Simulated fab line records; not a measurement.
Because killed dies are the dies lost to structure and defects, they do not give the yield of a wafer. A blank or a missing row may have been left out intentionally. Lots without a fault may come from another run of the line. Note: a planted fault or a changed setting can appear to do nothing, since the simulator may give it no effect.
fab line records	flow n5Finfet	part 1 of 2: steps 1 to 21 of 28
[record] lots = 5	wafers = 15	lastDay = 16
route steps=1938 shown BEOL_M2@907 BEOL_M3@931
lots that met no fault: from a run of the same line without faults
startH: start of the lot's first displayed wafer, in hours after the record's first day	waitH: time in hours since the lot's previous step	" identical to the entry in the row above	L1.1+2: a single row standing in for several wafers	- no value present, or no start provided	* or withheld: withheld	< > ~ a bound
route shown NAME@n: names a module that has steps shown in the file, with the first one's number in the route	usual: the fault-free wafers' mean and standard deviation	same: alike in all rows	chamber/n: place in a boat	sites: per-site readings	_std_site: standard deviation of those values	_edge_site: inner sites' mean taken away from outer sites' mean	radiusMm: for every site, how far away it sits from the centre of the wafer	mask NAME#n: copy n	behind: tool/chamber where the wafer was last shaped	hold: cause of the lot's hold/its duration in hours/its outcome	device: the transistor (n, p or np) that didn't switch	end of line: the same wafers' tests at the end of the route	step lacking rows: just its recipe	killed: dies that structure and defects cost at the first sort, which is not the same as the wafer's yield	map: per-die view of a wafer (x killed, . not killed, _ where there is no die)
set.NAME: setting as actually run; set.NAME@STEP: the setting as run at that earlier step	model.NAME: the simulator's own value behind a step, which no gauge read
certain route steps with their lots: each step a table, each wafer a row
services: the hour from which a tool's chamber was out of use, counted from the record's first day as startH (under 0 if before that day), plus the number of hours and why
[[steps]]
[step N5_BEOL_M2_ANNEAL_80]
[recipe] tempC = 400	timeS = 240	ambient = vacuum
[usual] heaterPowerW = 811/88	susceptorTempC = 400.01/0.23
lot.wafer	tool	chamber	startH	waitH	heaterPowerW	susceptorTempC
L075.1	pvdSputter-01	-	153.75	0.0	752	399.99
L075.2	"	-	"	"	815	399.70
L075.5	"	-	"	"	893	400.30
L078.3	pvdSputter-03	-	168.59	0.0	663	400.00
L078.5	"	-	"	"	658	399.90
L078.6	"	-	"	"	824	400.29
L083.1	pvdSputter-01	-	196.55	0.0	766	399.82
L083.5	"	-	"	"	893	400.17
L083.6	"	-	"	"	747	399.66
L082.1	pvdSputter-03	-	198.23	0.0	819	399.64
L082.3	"	-	"	"	852	400.08
L082.6	"	-	"	"	651	399.93
L087.1	pvdSputter-01	-	227.05	0.0	740	400.31
L087.2	"	-	"	"	765	399.79
L087.5	"	-	"	"	855	400.10
[step N5_BEOL_M2_SPUTTER_81]
[recipe] material = Cu	targetThkA = 45	tempC = -20	chamberPressurePa = 0.07	powerW = withheld	timeS = 8.29
[usual] chuckGasFlowSccm = 1.25/0.056	susceptorTempC = -19.99/0.1	throttleValvePct = 30.1/0.9
lot.wafer	tool	chamber	startH	waitH	chuckGasFlowSccm	susceptorTempC	throttleValvePct
L075.1	pvdSputter-01	-	153.89	0.1	1.34	-20.22	28.1
L075.2	"	-	"	"	1.12	-20.00	30.4
L075.5	"	-	"	"	1.27	-20.16	30.8
L078.3	pvdSputter-03	-	168.73	0.1	1.25	-20.01	30.1
L078.5	"	-	"	"	1.11	-19.96	30.4
L078.6	"	-	"	"	1.20	-20.04	30.5
L083.1	pvdSputter-01	-	196.69	0.1	1.33	-20.11	27.9
L083.5	"	-	"	"	1.22	-20.11	30.9
L083.6	"	-	"	"	1.31	-19.88	30.2
L082.1	pvdSputter-03	-	198.37	0.1	1.25	-19.92	30.4
L082.3	"	-	"	"	1.18	-20.08	31.0
L082.6	"	-	"	"	1.24	-19.88	30.3
L087.1	pvdSputter-01	-	227.19	0.1	1.28	-20.01	28.0
L087.2	"	-	"	"	1.27	-19.96	29.8
L087.5	"	-	"	"	1.34	-19.88	30.4
[step N5_BEOL_M2_ANNEAL_82]
[recipe] tempC = 400	timeS = 240	ambient = vacuum
[usual] heaterPowerW = 814/87	susceptorTempC = 399.98/0.23
lot.wafer	tool	chamber	startH	waitH	heaterPowerW	susceptorTempC
L075.1	pvdSputter-01	-	153.97	0.0	746	400.11
L075.2	"	-	"	"	829	399.83
L075.5	"	-	"	"	907	400.35
L078.3	pvdSputter-03	-	168.81	0.0	664	400.20
L078.5	"	-	"	"	672	400.06
L078.6	"	-	"	"	805	399.87
L083.1	pvdSputter-01	-	196.77	0.0	765	399.95
L083.5	"	-	"	"	899	399.81
L083.6	"	-	"	"	742	399.68
L082.1	pvdSputter-03	-	198.45	0.0	825	400.15
L082.3	"	-	"	"	869	400.06
L082.6	"	-	"	"	652	399.93
L087.1	pvdSputter-01	-	227.27	0.0	746	399.68
L087.2	"	-	"	"	773	400.34
L087.5	"	-	"	"	827	400.12
[step N5_BEOL_M2_SPUTTER_86]
[recipe] material = Cu	targetThkA = 45	tempC = -20	chamberPressurePa = 0.07	powerW = withheld	timeS = 8.29
[usual] chuckGasFlowSccm = 1.26/0.053	susceptorTempC = -20.00/0.1	throttleValvePct = 30.1/0.89
lot.wafer	tool	chamber	startH	waitH	chuckGasFlowSccm	susceptorTempC	throttleValvePct
L075.1	pvdSputter-01	-	154.11	0.1	1.25	-20.02	28.3
L075.2	"	-	"	"	1.29	-19.95	30.3
L075.5	"	-	"	"	1.29	-19.96	30.9
L078.3	pvdSputter-03	-	168.95	0.1	1.35	-20.13	30.3
L078.5	"	-	"	"	1.32	-20.26	30.2
L078.6	"	-	"	"	1.22	-19.92	30.2
L083.1	pvdSputter-01	-	196.91	0.1	1.28	-20.18	28.4
L083.5	"	-	"	"	1.26	-19.94	31.0
L083.6	"	-	"	"	1.29	-19.98	29.9
L082.1	pvdSputter-03	-	198.59	0.1	1.36	-19.98	30.3
L082.3	"	-	"	"	1.26	-20.04	31.2
L082.6	"	-	"	"	1.25	-20.00	30.5
L087.1	pvdSputter-01	-	227.41	0.1	1.23	-19.90	28.1
L087.2	"	-	"	"	1.24	-19.95	29.9
L087.5	"	-	"	"	1.32	-19.94	30.6
[step N5_BEOL_M2_ANNEAL_87]
[recipe] tempC = 400	timeS = 240	ambient = vacuum
[usual] heaterPowerW = 814/88	susceptorTempC = 399.97/0.22
lot.wafer	tool	chamber	startH	waitH	heaterPowerW	susceptorTempC
L075.1	pvdSputter-01	-	154.19	0.0	758	400.31
L075.2	"	-	"	"	842	399.64
L075.5	"	-	"	"	879	399.66
L078.3	pvdSputter-03	-	169.03	0.0	652	399.90
L078.5	"	-	"	"	653	400.05
L078.6	"	-	"	"	839	399.44
L083.1	pvdSputter-01	-	196.99	0.0	754	400.13
L083.5	"	-	"	"	903	400.34
L083.6	"	-	"	"	744	400.30
L082.1	pvdSputter-03	-	198.67	0.0	814	399.41
L082.3	"	-	"	"	872	400.13
L082.6	"	-	"	"	653	400.02
L087.1	pvdSputter-01	-	227.49	0.0	765	399.83
L087.2	"	-	"	"	775	399.80
L087.5	"	-	"	"	820	399.70
[step N5_BEOL_M2_SPUTTER_88]
[recipe] material = Cu	targetThkA = 45	tempC = -20	chamberPressurePa = 0.07	powerW = withheld	timeS = 8.29
[usual] chuckGasFlowSccm = 1.27/0.055	susceptorTempC = -20.00/0.11	throttleValvePct = 30.1/0.89
lot.wafer	tool	chamber	startH	waitH	chuckGasFlowSccm	susceptorTempC	throttleValvePct
L075.1	pvdSputter-01	-	154.33	0.1	1.28	-20.17	28.3
L075.2	"	-	"	"	1.30	-19.98	30.3
L075.5	"	-	"	"	1.24	-20.09	31.0
L078.3	pvdSputter-03	-	169.17	0.1	1.30	-19.74	30.2
L078.5	"	-	"	"	1.23	-19.79	30.1
L078.6	"	-	"	"	1.21	-20.17	30.3
L083.1	pvdSputter-01	-	197.13	0.1	1.25	-20.03	27.8
L083.5	"	-	"	"	1.33	-19.96	31.0
L083.6	"	-	"	"	1.19	-20.08	30.1
L082.1	pvdSputter-03	-	198.81	0.1	1.29	-19.98	30.2
L082.3	"	-	"	"	1.30	-20.08	30.9
L082.6	"	-	"	"	1.32	-20.13	30.0
L087.1	pvdSputter-01	-	227.63	0.1	1.32	-20.13	28.3
L087.2	"	-	"	"	1.22	-20.20	29.9
L087.5	"	-	"	"	1.37	-19.95	30.6
[step N5_BEOL_M2_ANNEAL_89]
[recipe] tempC = 400	timeS = 240	ambient = vacuum
[usual] heaterPowerW = 812/88	susceptorTempC = 400.01/0.22
lot.wafer	tool	chamber	startH	waitH	heaterPowerW	susceptorTempC
L075.1	pvdSputter-01	-	154.41	0.0	768	400.37
L075.2	"	-	"	"	827	400.09
L075.5	"	-	"	"	879	400.14
L078.3	pvdSputter-03	-	169.25	0.0	670	400.01
L078.5	"	-	"	"	674	399.74
L078.6	"	-	"	"	819	400.10
L083.1	pvdSputter-01	-	197.21	0.0	747	400.07
L083.5	"	-	"	"	891	399.84
L083.6	"	-	"	"	767	400.23
L082.1	pvdSputter-03	-	198.89	0.0	817	399.89
L082.3	"	-	"	"	853	400.16
L082.6	"	-	"	"	656	399.96
L087.1	pvdSputter-01	-	227.71	0.0	751	400.02
L087.2	"	-	"	"	768	399.89
L087.5	"	-	"	"	836	399.76
[step N5_BEOL_M2_SPUTTER_90]
[recipe] material = Cu	targetThkA = 45	tempC = -20	chamberPressurePa = 0.07	powerW = withheld	timeS = 8.29
[usual] chuckGasFlowSccm = 1.26/0.052	susceptorTempC = -20.00/0.11	throttleValvePct = 30.2/0.92
lot.wafer	tool	chamber	startH	waitH	chuckGasFlowSccm	susceptorTempC	throttleValvePct
L075.1	pvdSputter-01	-	154.55	0.1	1.31	-19.95	27.9
L075.2	"	-	"	"	1.21	-19.96	30.7
L075.5	"	-	"	"	1.30	-20.10	31.0
L078.3	pvdSputter-03	-	169.39	0.1	1.35	-19.84	30.1
L078.5	"	-	"	"	1.21	-19.84	30.4
L078.6	"	-	"	"	1.23	-20.08	30.4
L083.1	pvdSputter-01	-	197.35	0.1	1.26	-19.78	28.2
L083.5	"	-	"	"	1.34	-20.06	30.9
L083.6	"	-	"	"	1.25	-19.95	30.0
L082.1	pvdSputter-03	-	199.03	0.1	1.22	-20.04	30.1
L082.3	"	-	"	"	1.20	-19.92	31.3
L082.6	"	-	"	"	1.17	-20.03	30.0
L087.1	pvdSputter-01	-	227.85	0.1	1.21	-19.92	28.0
L087.2	"	-	"	"	1.22	-19.78	30.0
L087.5	"	-	"	"	1.33	-19.96	30.6
[step N5_BEOL_M2_ANNEAL_91]
[recipe] tempC = 400	timeS = 240	ambient = vacuum
[usual] heaterPowerW = 813/86	susceptorTempC = 399.98/0.22
lot.wafer	tool	chamber	startH	waitH	heaterPowerW	susceptorTempC
L075.1	pvdSputter-01	-	154.63	0.0	752	399.65
L075.2	"	-	"	"	840	400.30
L075.5	"	-	"	"	897	400.04
L078.3	pvdSputter-03	-	169.47	0.0	665	400.18
L078.5	"	-	"	"	641	400.19
L078.6	"	-	"	"	822	399.89
L083.1	pvdSputter-01	-	197.43	0.0	742	400.15
L083.5	"	-	"	"	891	400.16
L083.6	"	-	"	"	765	399.68
L082.1	pvdSputter-03	-	199.11	0.0	786	399.81
L082.3	"	-	"	"	862	399.75
L082.6	"	-	"	"	676	400.10
L087.1	pvdSputter-01	-	227.93	0.0	770	399.73
L087.2	"	-	"	"	749	400.30
L087.5	"	-	"	"	819	399.85
[step N5_BEOL_M2_SPUTTER_92]
[recipe] material = Cu	targetThkA = 45	tempC = -20	chamberPressurePa = 0.07	powerW = withheld	timeS = 8.29
[usual] chuckGasFlowSccm = 1.26/0.049	susceptorTempC = -20.00/0.1	throttleValvePct = 30.1/0.91
lot.wafer	tool	chamber	startH	waitH	chuckGasFlowSccm	susceptorTempC	throttleValvePct
L075.1	pvdSputter-01	-	154.77	0.1	1.28	-19.87	28.3
L075.2	"	-	"	"	1.22	-19.92	30.7
L075.5	"	-	"	"	1.25	-20.11	31.1
L078.3	pvdSputter-03	-	169.61	0.1	1.29	-19.93	30.1
L078.5	"	-	"	"	1.29	-19.93	30.3
L078.6	"	-	"	"	1.21	-20.01	30.2
L083.1	pvdSputter-01	-	197.57	0.1	1.29	-19.87	28.2
L083.5	"	-	"	"	1.23	-19.87	31.0
L083.6	"	-	"	"	1.30	-19.99	29.9
L082.1	pvdSputter-03	-	199.25	0.1	1.20	-20.12	30.3
L082.3	"	-	"	"	1.21	-19.91	30.8
L082.6	"	-	"	"	1.20	-20.01	30.1
L087.1	pvdSputter-01	-	228.07	0.1	1.25	-19.89	28.3
L087.2	"	-	"	"	1.22	-19.96	30.2
L087.5	"	-	"	"	1.39	-20.04	30.4
[step N5_BEOL_M2_ANNEAL_93]
[recipe] tempC = 400	timeS = 240	ambient = vacuum
[usual] heaterPowerW = 812/87	susceptorTempC = 399.99/0.25
lot.wafer	tool	chamber	startH	waitH	heaterPowerW	susceptorTempC
L075.1	pvdSputter-01	-	154.85	0.0	749	399.98
L075.2	"	-	"	"	829	399.74
L075.5	"	-	"	"	882	400.10
L078.3	pvdSputter-03	-	169.69	0.0	658	400.33
L078.5	"	-	"	"	662	400.38
L078.6	"	-	"	"	813	400.01
L083.1	pvdSputter-01	-	197.65	0.0	736	400.41
L083.5	"	-	"	"	890	400.07
L083.6	"	-	"	"	743	400.07
L082.1	pvdSputter-03	-	199.33	0.0	835	399.51
L082.3	"	-	"	"	858	399.70
L082.6	"	-	"	"	675	400.06
L087.1	pvdSputter-01	-	228.15	0.0	766	399.43
L087.2	"	-	"	"	752	399.80
L087.5	"	-	"	"	814	400.00
[step N5_BEOL_M2_SPUTTER_94]
[recipe] material = Cu	targetThkA = 45	tempC = -20	chamberPressurePa = 0.07	powerW = withheld	timeS = 8.29
[usual] chuckGasFlowSccm = 1.26/0.051	susceptorTempC = -20.00/0.1	throttleValvePct = 30.1/0.91
lot.wafer	tool	chamber	startH	waitH	chuckGasFlowSccm	susceptorTempC	throttleValvePct
L075.1	pvdSputter-01	-	154.99	0.1	1.21	-20.00	28.4
L075.2	"	-	"	"	1.27	-20.11	30.6
L075.5	"	-	"	"	1.28	-19.87	31.2
L078.3	pvdSputter-03	-	169.83	0.1	1.24	-19.70	30.0
L078.5	"	-	"	"	1.24	-19.86	30.2
L078.6	"	-	"	"	1.22	-20.09	30.3
L083.1	pvdSputter-01	-	197.79	0.1	1.27	-19.75	28.2
L083.5	"	-	"	"	1.27	-20.02	31.0
L083.6	"	-	"	"	1.19	-19.96	29.6
L082.1	pvdSputter-03	-	199.47	0.1	1.24	-19.93	30.4
L082.3	"	-	"	"	1.21	-20.06	31.3
L082.6	"	-	"	"	1.31	-20.02	29.9
L087.1	pvdSputter-01	-	228.29	0.1	1.20	-19.96	28.2
L087.2	"	-	"	"	1.29	-20.01	30.2
L087.5	"	-	"	"	1.27	-19.79	30.5
[step N5_BEOL_M2_ANNEAL_95]
[recipe] tempC = 400	timeS = 240	ambient = vacuum
[usual] heaterPowerW = 814/87	susceptorTempC = 400.00/0.2
lot.wafer	tool	chamber	startH	waitH	heaterPowerW	susceptorTempC
L075.1	pvdSputter-01	-	155.07	0.0	765	400.26
L075.2	"	-	"	"	830	400.29
L075.5	"	-	"	"	892	399.85
L078.3	pvdSputter-03	-	169.91	0.0	652	399.87
L078.5	"	-	"	"	660	400.03
L078.6	"	-	"	"	847	400.11
L083.1	pvdSputter-01	-	197.87	0.0	762	400.10
L083.5	"	-	"	"	875	399.81
L083.6	"	-	"	"	754	400.12
L082.1	pvdSputter-03	-	199.55	0.0	842	400.14
L082.3	"	-	"	"	850	399.77
L082.6	"	-	"	"	678	399.74
L087.1	pvdSputter-01	-	228.37	0.0	751	400.45
L087.2	"	-	"	"	768	399.57
L087.5	"	-	"	"	825	400.07
[step N5_BEOL_M2_SPUTTER_96]
[recipe] material = Cu	targetThkA = 45	tempC = -20	chamberPressurePa = 0.07	powerW = withheld	timeS = 8.29
[usual] chuckGasFlowSccm = 1.26/0.055	susceptorTempC = -20.00/0.1	throttleValvePct = 30.1/0.88
lot.wafer	tool	chamber	startH	waitH	chuckGasFlowSccm	susceptorTempC	throttleValvePct
L075.1	pvdSputter-01	-	155.21	0.1	1.28	-19.86	28.1
L075.2	"	-	"	"	1.32	-20.11	30.4
L075.5	"	-	"	"	1.29	-19.92	31.1
L078.3	pvdSputter-03	-	170.05	0.1	1.31	-20.04	30.3
L078.5	"	-	"	"	1.21	-19.99	30.2
L078.6	"	-	"	"	1.25	-20.00	30.2
L083.1	pvdSputter-01	-	198.01	0.1	1.38	-19.94	28.5
L083.5	"	-	"	"	1.43	-19.96	30.9
L083.6	"	-	"	"	1.27	-19.85	30.0
L082.1	pvdSputter-03	-	199.69	0.1	1.30	-20.25	30.5
L082.3	"	-	"	"	1.24	-20.02	31.1
L082.6	"	-	"	"	1.24	-20.09	29.7
L087.1	pvdSputter-01	-	228.51	0.1	1.23	-19.92	28.2
L087.2	"	-	"	"	1.26	-19.99	29.7
L087.5	"	-	"	"	1.27	-19.96	30.6
[step N5_BEOL_M2_ECD_50]
[recipe] material = Cu	targetThkA = 3000
lot.wafer	tool	chamber	startH	waitH
L075.1+2+5	ecdCu-02	1,0,1	155.32	0.1
L078.3+5+6	ecdCu-02	0,1,0	170.19	0.1
L083.1+5+6	ecdCu-02	0,1,0	198.12	0.1
L082.1+3+6	ecdCu-01	0	199.80	0.1
L087.1+2+5	ecdCu-01	0,1,1	228.63	0.1
[step N5_BEOL_M2_ANNEAL_51]
[recipe] tempC = 225	timeS = 90	ambient = N2
[usual] wafer_temp_C_max = 225.89/0.26
lot.wafer	tool	chamber	startH	waitH	wafer_temp_C_max
L075.1	rtpAnneal-01	0	155.40	0.1	226.00
L075.2	"	0	"	"	226.22
L075.5	"	0	"	"	225.80
L078.3	rtpAnneal-02	0	170.34	0.1	225.48
L078.5	"	0	"	"	225.55
L078.6	"	0	"	"	225.59
L083.1	rtpAnneal-01	0	198.20	0.1	225.77
L083.5	"	0	"	"	225.55
L083.6	"	0	"	"	225.83
L082.1	rtpAnneal-02	0	200.02	0.2	225.90
L082.3	"	0	"	"	226.04
L082.6	"	0	"	"	225.95
L087.1	rtpAnneal-02	0	228.82	0.2	225.75
L087.2	"	0	"	"	225.97
L087.5	"	0	"	"	226.39
[step N5_BEOL_M2_CMP_52]
[recipe] stopOn = SiOC	tOverpolishS = 6.8	downForcePsi = 1	platenRpm = 50	clearingPlatenDownForcePsi = 1.5	clearingPlatenRpm = 50	postCmpClean = cuAlkaline	targetThkNm = 40	clearingPlatenPadVelocityMS = 0.99484	padVelocityMS = 0.99484
[usual] barrierFieldEndpointS = 24.5/0.78	motorCurrentA = 6.4/0.68	overpolishRunS = 6.801/0.0083	platenRpm = 50.00/0.03	timeToEndpointS = 62/4.1
lot.wafer	tool	chamber	startH	waitH	barrierFieldEndpointS	motorCurrentA	overpolishRunS	platenRpm	timeToEndpointS
L075.1	cmp-02	3	155.70	0.3	24.1	6.5	6.800	49.99	60
L075.2	"	0	"	"	24.2	6.5	6.790	49.95	62
L075.5	"	3	"	"	24.4	6.5	6.788	50.01	63
L078.3	cmp-03	3	170.55	0.2	25.0	7.3	6.792	50.05	68
L078.5	"	3	"	"	24.9	7.0	6.793	49.94	66
L078.6	"	0	"	"	24.4	5.3	6.789	49.98	65
L083.1	cmp-02	1	198.59	0.3	24.9	5.7	6.813	50.07	64
L083.6	"	3	"	"	24.8	6.5	6.795	49.94	64
L083.5	"	0	"	"	25.4	6.2	6.816	50.02	65
L082.3	cmp-03	0	200.38	0.2	24.5	5.4	6.804	49.94	62
L082.1	"	1	"	"	23.0	5.6	6.797	50.03	54
L082.6	"	1	"	"	22.7	5.6	6.802	50.01	54
L087.2	cmp-04	0	229.15	0.2	23.9	7.3	6.810	50.00	63
L087.1	"	2	"	"	23.2	7.0	6.794	50.02	59
L087.5	"	0	"	"	24.1	7.1	6.803	50.02	62
[step N5_BEOL_M2_THK_MEAS_53]
[recipe] thkMeasGauge = xrf	reads = Cu_of_BEOL_M2_ECD_50
[usual] M2_THK = 39.6/2
lot.wafer	tool	chamber	startH	waitH	M2_THK[nm]
L075.1	filmMetro-01	-	155.99	-	40.4
L075.2	"	-	"	"	38.4
L075.5	"	-	"	"	39.9
L078.3	filmMetro-02	-	170.85	-	40.8
L078.5	"	-	"	"	39.4
L078.6	"	-	"	"	40.2
L083.1	filmMetro-02	-	198.81	-	40.7
L083.5	"	-	"	"	42.5
L083.6	"	-	"	"	41.7
L082.1	filmMetro-02	-	200.67	-	34.6
L082.3	"	-	"	"	39.7
L082.6	"	-	"	"	31.4
L087.1	filmMetro-01	-	229.41	-	39.8
L087.2	"	-	"	"	39.6
L087.5	"	-	"	"	40.1
[step N5_BEOL_M2_PRE_CLEAN_60]
[recipe] gas = NH3/H2	timeS = 15	tempC = *	rfPowerW = 300
[usual] heaterPowerW = 87/7.2	rfFwdPowerW = 296.6/1.4	susceptorTempC = *
lot.wafer	tool	chamber	startH	waitH	heaterPowerW	rfFwdPowerW	susceptorTempC
L075.1	cvdCo-01	0	156.03	0.0	89	298.4	*
L075.2	"	1	"	"	83	295.4	*
L075.5	"	2	"	"	76	298.5	*
L078.3	cvdCo-01	2	170.89	0.0	77	297.6	*
L078.5	"	2	"	"	80	296.9	*
L078.6	"	1	"	"	84	296.1	*
L083.1	cvdCo-01	0	198.88	0.1	90	298.1	*
L083.5	"	2	"	"	77	296.7	*
L083.6	"	0	"	"	92	297.6	*
L082.1	cvdCo-01	0	200.71	0.0	93	295.5	*
L082.3	"	2	"	"	77	296.4	*
L082.6	"	1	"	"	86	297.3	*
L087.1	cvdCo-01	2	229.44	0.0	78	298.8	*
L087.2	"	1	"	"	81	295.8	*
L087.5	"	2	"	"	79	297.7	*
[step N5_BEOL_M2_CO_CAP_55]
[recipe] material = Co	targetThkA = 20	tempC = 200	precursor = CCTBA/H2	pressureTorr = 30	timeS = 102.1
[usual] heaterPowerW = 239/9.4	susceptorTempC = 199.99/0.17
lot.wafer	tool	chamber	startH	waitH	heaterPowerW	susceptorTempC
L075.1	cvdCo-01	0	156.07	0.0	243	200.08
L075.2	"	1	"	"	232	199.96
L075.5	"	2	"	"	224	199.91
L078.3	cvdCo-01	2	170.93	0.0	225	199.93
L078.5	"	2	"	"	223	200.03
L078.6	"	1	"	"	230	200.03
L083.1	cvdCo-01	0	198.92	0.0	240	199.85
L083.5	"	2	"	"	227	200.01
L083.6	"	0	"	"	244	199.80
L082.1	cvdCo-01	0	200.75	0.0	245	200.08
L082.3	"	2	"	"	239	199.74
L082.6	"	1	"	"	244	200.27
L087.1	cvdCo-01	2	229.48	0.0	230	200.18
L087.2	"	1	"	"	234	200.10
L087.5	"	2	"	"	230	199.94
[step N5_BEOL_M2_PRE_CLEAN_56]
[recipe] gas = NH3	timeS = 15	tempC = withheld	rfPowerW = 300
[usual] rfFwdPowerW = 294.8/1.7
lot.wafer	tool	chamber	startH	waitH	rfFwdPowerW
L075.1	pecvd-04	2	156.16	0.1	296.8
L075.2	"	1	"	"	292.8
L075.5	"	1	"	"	292.8
L078.3	pecvd-01	0	171.02	0.1	294.8
L078.5	"	0	"	"	292.8
L078.6	"	1	"	"	294.4
L083.1	pecvd-01	2	199.02	0.1	292.4
L083.5	"	2	"	"	292.5
L083.6	"	1	"	"	294.7
L082.1	pecvd-01	1	200.84	0.1	294.6
L082.3	"	2	"	"	293.5
L082.6	"	1	"	"	295.0
L087.1	pecvd-04	0	229.58	0.1	296.5
L087.2	"	1	"	"	293.8
L087.5	"	1	"	"	293.9
